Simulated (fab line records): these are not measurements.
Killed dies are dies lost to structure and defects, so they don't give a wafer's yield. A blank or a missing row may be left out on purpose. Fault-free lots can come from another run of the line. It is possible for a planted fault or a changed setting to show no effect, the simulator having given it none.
Matching of chambers | flow nand-harc | 4 sister chambers for NHARC_A_STAIRCASE_ETCHBACK_157 on rie-diel-11
The step etches the open film in CH3F/O2, target depth 90 nm, time 167.14 s. 4 wafers are shown with their chamber, then 7 later ones without.

== WAFERS PAIRED WITH THEIR CHAMBERS ==
wafer  | chamber | showerhead-plenum-p-Torr (Torr)
L580.2 | 2       | 2.44
L580.4 | 3       | 2.41
L585.2 | 1       | 2.65
L585.4 | 0       | 2.40

== WAFERS WHOSE CHAMBER IS MISSING ==
wafer  | showerhead-plenum-p-Torr (Torr)
L585.5 | 2.65
L599.3 | 2.64
L599.5 | 2.42
L599.6 | 2.38
L600.1 | 2.42
L600.3 | 2.64
L600.4 | 2.38

== CHAMBER TAKEN BY EACH ==
wafer  | from the rows above          | in truth
L585.5 | 1                            | 1
L599.3 | 1                            | 1
L599.5 | can't be placed: 3 or 0 or 2 | 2
L599.6 | can't be placed: 0 or 3      | 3
L600.1 | can't be placed: 3 or 0 or 2 | 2
L600.3 | 1                            | 1
L600.4 | can't be placed: 0 or 3      | 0
Placed correctly: 3 of 7. Not placeable from these rows: 4 (in 4, the candidates include the true chamber). 0 placed wrongly.
How it was worked out, from the rows above alone: a wafer's distance from a chamber is the root of the sum, over the readings, of the square of ((its reading less the chamber's mean) divided by the reading's scatter). If the next closest chamber is less than 2 further off than the closest, the wafer can't be placed; otherwise it belongs to the closest. Each chamber's mean is taken over the wafers shown for it. The scatter: with one shown wafer a chamber, the root of the mean of the squares of how far each hidden wafer lies from its nearest shown one.
